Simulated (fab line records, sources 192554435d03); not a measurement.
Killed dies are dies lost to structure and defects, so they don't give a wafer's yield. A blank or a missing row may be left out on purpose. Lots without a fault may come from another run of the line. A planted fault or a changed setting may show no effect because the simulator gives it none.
Which tool did it? | flow n5_finfet | 11 lots, 31 wafers sampled, at 5 steps of a route of 1938

WHAT THE GAUGES READ, wafer by wafer
N5_FIN_SAQP_THK_MEAS_05. Usual: thk_nm 37.9 nm, standard deviation 0.5.
lot  | measured    | on            | thk_nm (nm)    | flag
L187 | day 1 22:41 | film_metro-02 | 37.2 38.0 38.0 |
L188 | day 2 03:43 | film_metro-01 | 36.3 36.6 37.0 |
L189 | day 2 09:47 | film_metro-02 | 37.1 37.5 37.9 |
L199 | day 4 21:29 | film_metro-02 | 38.2 38.6 39.0 |
L200 | day 5 03:35 | film_metro-01 | 37.7 37.2      |
L201 | day 5 09:20 | film_metro-01 | 37.9 38.6      |
L203 | day 5 21:04 | film_metro-02 | 38.0 38.1 38.4 |
L204 | day 6 03:31 | film_metro-02 | 38.2 38.8 38.6 |
L207 | day 6 21:16 | film_metro-01 | 37.6 37.6 37.9 |
L208 | day 7 03:16 | film_metro-02 | 37.9 37.4 37.2 |
L209 | day 7 09:45 | film_metro-02 | 37.5 38.3 38.6 |

N5_FIN_SAQP_THK_MEAS_07. Usual: thk_nm 59.8 nm, standard deviation 0.7.
lot  | measured    | on            | thk_nm (nm)    | flag
L187 | day 1 22:53 | film_metro-02 | 59.6 60.4 60.6 |
L188 | day 2 03:55 | film_metro-01 | 59.1 60.6 59.7 |
L189 | day 2 09:59 | film_metro-02 | 60.4 59.5 60.7 |
L199 | day 4 21:41 | film_metro-01 | 60.3 60.6 60.2 |
L200 | day 5 03:48 | film_metro-01 | 58.4 59.9      |
L201 | day 5 09:32 | film_metro-02 | 59.2 60.1      |
L203 | day 5 21:17 | film_metro-02 | 59.1 60.0 60.3 |
L204 | day 6 03:46 | film_metro-01 | 59.8 59.8 60.3 |
L207 | day 6 21:29 | film_metro-01 | 59.5 58.8 60.1 |
L208 | day 7 03:28 | film_metro-01 | 59.6 60.0 59.5 |
L209 | day 7 09:57 | film_metro-01 | 59.9 60.0 61.2 |

N5_BEOL_M4_RC_MEAS_101. Usual: DIBL_N 36.8 mV/V, standard deviation 1.5; DIBL_P 37.1 mV/V, standard deviation 2.1; IOFF_N 0.168 nA/um, standard deviation 0.03; IOFF_P 0.22 nA/um, standard deviation 0.034; ION_N 679 uA/um, standard deviation 12; ION_P 466 uA/um, standard deviation 8; SS_N 71.7 mV/dec, standard deviation 0.58; SS_P 73.5 mV/dec, standard deviation 0.67; VT_N 248.8 mV, standard deviation 2.7; VT_P -250 mV, standard deviation 3.3.
lot  | measured     | on        | DIBL_N (mV/V)  | DIBL_P (mV/V)  | IOFF_N (nA/um)    | IOFF_P (nA/um) | ION_N (uA/um) | ION_P (uA/um) | SS_N (mV/dec)  | SS_P (mV/dec)  | VT_N (mV)         | VT_P (mV)      | flag
L187 | day 7 12:11  | prober-02 | 38.6 34.9 38.5 | 39.9 35.0 39.9 | 0.204 0.135 0.213 | 0.24 0.17 0.25 | 683 662 679   | 463 455 466   | 73.2 71.3 71.6 | 74.1 73.5 74.3 | 247.3 250.8 244.0 | -249 -256 -247 |
L188 | day 8 02:38  | prober-01 | 37.6 37.3 38.0 | 39.4 37.8 39.2 | 0.203 0.181 0.197 | 0.29 0.25 0.28 | 694 679 679   | 475 466 470   | 71.2 71.3 71.7 | 74.3 73.5 74.9 | 245.8 249.1 247.4 | -247 -248 -246 |
L189 | day 8 13:29  | prober-01 | 37.0 36.9 37.1 | 36.1 36.0 36.1 | 0.146 0.146 0.148 | 0.19 0.20 0.20 | 678 675 672   | 461 462 461   | 71.5 70.6 70.9 | 73.5 72.9 73.4 | 249.8 247.4 248.0 | -253 -249 -250 |
L199 | day 11 00:38 | prober-02 | 37.1 36.8 37.4 | 39.3 40.2 40.5 | 0.176 0.175 0.181 | 0.24 0.27 0.27 | 677 670 674   | 463 463 466   | 72.4 72.5 72.5 | 73.6 74.6 74.3 | 250.6 249.6 247.8 | -246 -246 -246 |
L200 | day 11 02:07 | prober-02 | 34.3 36.4      | 32.5 34.9      | 0.132 0.166       | 0.19 0.22      | 662 676       | 465 470       | 70.9 71.2      | 73.3 73.4      | 250.2 247.7       | -251 -250      |
L201 | day 11 06:49 | prober-02 | 41.2 35.5      | 40.8 32.9      | 0.240 0.124       | 0.32 0.18      | 677 657       | 468 455       | 72.2 71.1      | 76.2 72.4      | 245.5 253.3       | -248 -249      |
L203 | day 11 22:59 | prober-01 | 37.2 38.1 35.6 | 37.4 38.0 35.5 | 0.178 0.182 0.146 | 0.23 0.25 0.20 | 690 689 683   | 467 470 468   | 71.8 71.6 70.7 | 72.4 73.9 72.7 | 245.2 247.6 251.3 | -249 -247 -249 |
L204 | day 12 05:23 | prober-01 | 35.7 33.8 37.9 | 36.8 33.9 39.5 | 0.139 0.118 0.169 | 0.22 0.17 0.27 | 681 674 676   | 472 468 471   | 71.1 70.9 71.7 | 73.4 72.4 73.9 | 252.4 253.6 244.6 | -251 -252 -246 |
L207 | day 13 06:37 | prober-02 | 38.9 36.8 38.6 | 37.8 35.5 36.7 | 0.177 0.135 0.174 | 0.19 0.17 0.18 | 678 675 683   | 460 459 462   | 72.3 70.8 72.4 | 73.9 73.3 73.7 | 247.2 254.0 249.3 | -256 -256 -257 |
L208 | day 13 00:08 | prober-02 | 39.5 36.3 37.7 | 39.8 36.0 37.7 | 0.233 0.149 0.182 | 0.28 0.21 0.23 | 712 687 695   | 478 472 476   | 71.8 71.4 72.2 | 74.5 73.2 73.2 | 244.4 250.9 248.9 | -247 -249 -250 |
L209 | day 13 08:35 | prober-02 | 33.4 34.7 36.5 | 33.0 34.8 36.2 | 0.126 0.147 0.164 | 0.19 0.22 0.26 | 679 681 678   | 469 472 474   | 71.3 71.5 72.4 | 72.9 73.4 73.0 | 252.8 252.4 248.7 | -251 -247 -246 |

WHICH TOOL RAN EACH LOT (tool, then ch and the chambers of the sampled wafers, then the start)
lot  | N5_PMOS_HMC_CHANNEL_EPI_HM_OPEN_15 | N5_FIN_SAQP_COAT_49
L187 | rie_diel-05 ch 1,3, day 1 18:05    | litho_track-01 ch 0, day 1 23:01
L188 | rie_diel-05 ch 1,2,3, day 1 23:29  | litho_track-04 ch 0, day 2 04:02
L189 | rie_diel-03 ch 0,1,3, day 2 06:17  | litho_track-01 ch 0, day 2 10:07
L199 | rie_diel-03 ch 1,3, day 4 17:53    | litho_track-01 ch 0, day 4 21:48
L200 | rie_diel-05 ch 0,3, day 5 00:10    | litho_track-01 ch 0, day 5 03:55
L201 | rie_diel-04 ch 2, day 5 06:02      | litho_track-01 ch 0, day 5 09:39
L203 | rie_diel-05 ch 0,1,3, day 5 17:32  | litho_track-04 ch 0, day 5 21:23
L204 | rie_diel-05 ch 0,3, day 5 23:53    | litho_track-03 ch 0, day 6 03:53
L207 | rie_diel-05 ch 0,2,3, day 6 17:51  | litho_track-03 ch 0, day 6 21:35
L208 | rie_diel-04 ch 1,2,3, day 6 23:22  | litho_track-03 ch 0, day 7 03:35
L209 | rie_diel-05 ch 0,1,3, day 7 06:04  | litho_track-04 ch 0, day 7 10:04
- N5_PMOS_HMC_CHANNEL_EPI_HM_OPEN_15: chemistry CHF3/O2, target SiO2, target depth 40.6 nm, time 20.3 s.
- N5_FIN_SAQP_COAT_49: time 60 s, resist thk 100 nm.

WHAT THE TOOLS THEMSELVES READ (means of the sampled wafers that have a number; where no wafer has one, the mark that the record gives instead)
N5_PMOS_HMC_CHANNEL_EPI_HM_OPEN_15. Usual: drypump_motor_current_A 5.84 A, standard deviation 0.22; oes_product_au 0.77 a.u., standard deviation 0.071; rf_vpp_V 520 V, standard deviation 8.7; showerhead_plenum_p_Torr 2.39 Torr, standard deviation 0.078; throttle_valve_pct 19.03 %, standard deviation 0.17.
lot  | tool        | drypump_motor_current_A (A) | oes_product_au (a.u.) | rf_vpp_V (V) | showerhead_plenum_p_Torr (Torr) | throttle_valve_pct (%) | flag
L187 | rie_diel-05 | 5.90                        | 0.76                  | 517          | 2.37                            | 19.02                  |
L188 | rie_diel-05 | 5.82                        | 0.82                  | 513          | 2.44                            | 18.99                  |
L189 | rie_diel-03 | 5.88                        | 0.75                  | 528          | 2.35                            | 19.02                  |
L199 | rie_diel-03 | 5.73                        | 0.73                  | 526          | 2.31                            | 19.03                  |
L200 | rie_diel-05 | 5.89                        | 0.74                  | 520          | 2.37                            | 19.20                  |
L201 | rie_diel-04 | 5.61                        | 0.70                  | 520          | 2.30                            | 19.02                  |
L203 | rie_diel-05 | 5.83                        | 0.72                  | 517          | 2.37                            | 19.13                  |
L204 | rie_diel-05 | 5.94                        | 0.74                  | 518          | 2.36                            | 19.19                  |
L207 | rie_diel-05 | 5.87                        | 0.78                  | 514          | 2.43                            | 19.17                  |
L208 | rie_diel-04 | 5.95                        | 0.77                  | 519          | 2.35                            | 18.96                  |
L209 | rie_diel-05 | 5.84                        | 0.71                  | 516          | 2.37                            | 19.14                  |

N5_FIN_SAQP_COAT_49. Usual: heater_power_total_W 500.4 W, standard deviation 1.9; run_length_s 66.15 s, standard deviation 0.15.
lot  | tool           | heater_power_total_W (W) | run_length_s (s) | flag
L187 | litho_track-01 | 500.4                    | 66.15            |
L188 | litho_track-04 | 501.1                    | 66.20            |
L189 | litho_track-01 | 501.3                    | 66.15            |
L199 | litho_track-01 | 508.1                    | 64.69            | OFF
L200 | litho_track-01 | 511.5                    | 64.20            | OFF
L201 | litho_track-01 | 512.2                    | 64.17            | OFF
L203 | litho_track-04 | 501.7                    | 66.09            |
L204 | litho_track-03 | 499.3                    | 65.87            |
L207 | litho_track-03 | 500.4                    | 65.91            |
L208 | litho_track-03 | 499.3                    | 66.00            |
L209 | litho_track-04 | 501.6                    | 66.05            |

THE ANSWER, worked out from the rows above alone
Rule: a lot is off if the mean of its wafers that have a number lies more than 3 standard deviations from the usual mean. A lot without any number at a reading at which 4 lots or more have one is off too. The other lots that the step has rows for count as sound. The gauges are gone through in route order, then the tools' own readings, and for those a lot's mean is taken as printed above. The first step at which some lot is off is used, and at that step the reading that is off furthest; a lot without a number counts as furthest.
Off: L199, L200, L201, at N5_FIN_SAQP_COAT_49 (run_length_s).
A tool fits if, at that step or a process step before it, it ran every lot that is off, and no sound lot after the first of them. One fits: litho_track-01 at N5_FIN_SAQP_COAT_49. Its last sound lot is L189 (day 2 10:07), its first lot that is off L199 (day 4 21:48): a fault that began between those two fits.
The tool's own readings at N5_FIN_SAQP_COAT_49 bear it out: on the lots that are off they differ by more than 5 times the standard deviation of the sound lots' means. heater_power_total_W reads 510.6 W there against 500.6 W on the sound lots; run_length_s reads 64.35 s there against 66.05 s on the sound lots.

WHAT THE SIMULATOR HAD PUT IN
Process parameter drift: litho_track-01, from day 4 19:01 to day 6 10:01, at N5_FIN_SAQP_COAT_49. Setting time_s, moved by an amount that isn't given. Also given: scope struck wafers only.
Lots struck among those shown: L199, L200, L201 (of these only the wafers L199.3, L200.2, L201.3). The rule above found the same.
